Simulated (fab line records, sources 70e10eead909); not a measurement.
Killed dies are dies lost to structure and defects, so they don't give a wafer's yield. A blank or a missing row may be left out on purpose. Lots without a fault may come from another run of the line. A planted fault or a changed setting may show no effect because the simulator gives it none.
Chamber matching | flow nand_harc | NHARC_A_STAIRCASE_ALD_420 on ald_hk-01: 4 sister chambers
The step deposits SiO2, target thk 20 nm, pulse time 6 s, ald cycles 200. 4 wafers are shown with their chamber, then 8 later ones without.

WAFERS WITH THEIR CHAMBER
wafer  | chamber | heater_power_w (W)
L096.1 | 1       | 518
L096.2 | 3       | 511
L096.6 | 0       | 475
L096.3 | 2       | 430

WAFERS WITHOUT THEIR CHAMBER
wafer  | heater_power_w (W)
L096.4 | 457
L096.5 | 510
L095.1 | 512
L095.2 | 509
L095.3 | 454
L097.1 | 462
L097.5 | 506
L097.6 | 430

WHICH CHAMBER EACH WENT THROUGH
wafer  | from the rows above     | in truth
L096.4 | can't be placed: 0 or 2 | 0
L096.5 | can't be placed: 3 or 1 | 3
L095.1 | can't be placed: 3 or 1 | 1
L095.2 | can't be placed: 3 or 1 | 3
L095.3 | can't be placed: 0 or 2 | 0
L097.1 | can't be placed: 0 or 2 | 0
L097.5 | can't be placed: 3 or 1 | 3
L097.6 | 2                       | 2
Placed correctly: 1 of 8. Can't be placed from these rows: 7 (the true chamber is among the candidates in 7). Placed wrongly: 0.
How it was worked out, from the rows above alone: a wafer's distance from a chamber is the root of the sum, over the readings, of the square of ((its reading less the chamber's mean) divided by the reading's scatter). The wafer belongs to the nearest chamber; if the next one is less than 2 further off, it can't be placed. A chamber's mean is the mean of its shown wafers. The scatter: with one shown wafer a chamber, the root of the mean of the squares of how far each hidden wafer lies from its nearest shown one.
